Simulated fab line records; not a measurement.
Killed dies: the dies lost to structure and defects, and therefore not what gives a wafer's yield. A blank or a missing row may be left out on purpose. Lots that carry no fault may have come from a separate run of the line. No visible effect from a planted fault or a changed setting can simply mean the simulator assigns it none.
One fault seen from 2 desks || flow n5 finfet || each desk has only its own numbers; what lay behind them comes last

## AT THE METROLOGY DESK
Lot by lot, what the gauges showed, no matter which tool ran the lot: averages of those sampled wafers that carry a number. A lot is out of limits, marked OUT, if its mean lies more than 4 standard deviations from the usual mean; the brackets give that distance. It has 10 readings; the 7 that lie furthest out on some lot are the ones shown.
Columns: A = DIBL_N at N5_BEOL_M4_RC_MEAS_101, usual 35.4 mV/V; B = IOFF_P at N5_BEOL_M4_RC_MEAS_101, usual 0.19 nA/um; C = ION_N at N5_BEOL_M4_RC_MEAS_101, usual 677 uA/um; D = ION_P at N5_BEOL_M4_RC_MEAS_101, usual 462 uA/um; E = SS_N at N5_BEOL_M4_RC_MEAS_101, usual 71.4 mV/dec; F = VT_N at N5_BEOL_M4_RC_MEAS_101, usual 250 mV; G = VT_P at N5_BEOL_M4_RC_MEAS_101, usual -251 mV
{"lot": "L839", "first seen here": "day 8 15:29", "A": 37.6, "B": 0.17, "C": 675, "D": 450, "E": 72.3, "F": 250, "G": -256}
{"lot": "L848", "first seen here": "day 10 14:34", "A": 36.0, "B": 0.19, "C": 674, "D": 458, "E": 71.6, "F": 251, "G": -253}
{"lot": "L849", "first seen here": "day 10 15:20", "A": 36.5, "B": 0.20, "C": 662, "D": 455, "E": 71.2, "F": 248, "G": -251}
{"lot": "L850", "first seen here": "day 11 11:31", "A": 35.5, "B": 0.21, "C": 680, "D": 464, "E": 71.6, "F": 249, "G": -250}
{"lot": "L853", "first seen here": "day 11 15:32", "A": 34.2, "B": 0.17, "C": 652, "D": 453, "E": 71.5, "F": 256, "G": -251}
{"lot": "L854", "first seen here": "day 11 20:48", "A": 37.2, "B": 0.21, "C": 674, "D": 466, "E": 71.6, "F": 250, "G": -252}
{"lot": "L856", "first seen here": "day 12 05:58", "A": 33.0, "B": 0.15, "C": 671, "D": 459, "E": 70.4, "F": 252, "G": -253}
{"lot": "L859", "first seen here": "day 13 15:20", "A": 37.0, "B": 0.17, "C": 678, "D": 454, "E": 71.8, "F": 251, "G": -256}
{"lot": "L861", "first seen here": "day 14 15:19", "A": 34.5, "B": 0.22, "C": 679, "D": 471, "E": 71.2, "F": 252, "G": -245}
Result from this desk: across the 9 lots, nothing is out of limits.

## AT THE TOOL OWNER'S DESK: litho track-01
The tool's own readings at N5_PMOS_HMC_CHANNEL_EPI_COAT_03 (resist thk 205 nm): means of the sampled wafers that have a number, for each lot that ran on this tool. A lot is out of limits, marked OUT, if its mean lies more than 4 standard deviations from the usual mean; the brackets give that distance.
Columns: A = chill plate temp C at N5_PMOS_HMC_CHANNEL_EPI_COAT_03, usual 23.01 C; B = spin speed rpm at N5_PMOS_HMC_CHANNEL_EPI_COAT_03, usual 1499.9 rpm
{"lot": "L839", "first seen here": "day 1 17:22", "A": 22.99, "B": 1500.2}
{"lot": "L848", "first seen here": "day 3 23:07", "A": 23.00, "B": "1460.5 (-46) OUT"}
{"lot": "L850", "first seen here": "day 4 11:21", "A": 23.04, "B": "1459.7 (-47) OUT"}
This desk's finding: out of limits on L848, L850; first on L848, day 3 23:07 (spin speed rpm at N5_PMOS_HMC_CHANNEL_EPI_COAT_03). Within limits: L839.

## ALL TOGETHER
The tool owner's desk could have raised an alarm at day 3 23:07, on L848, L850.
The metrology desk saw nothing out of limits.
The metrology desk holds a record of L848, L850, inside its limits.
N5_PMOS_HMC_CHANNEL_EPI_COAT_03 was run on litho track-01 by each of the lots named.

## WHAT HAD BEEN PUT IN BY THE SIMULATOR
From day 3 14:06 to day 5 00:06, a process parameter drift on litho track-01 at N5_PMOS_HMC_CHANNEL_EPI_COAT_03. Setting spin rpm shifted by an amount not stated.
Shown lots that were struck: L848, L850.
Each desk's first reading out of limits, in hours after the fault started: the tool owner's desk, 9.
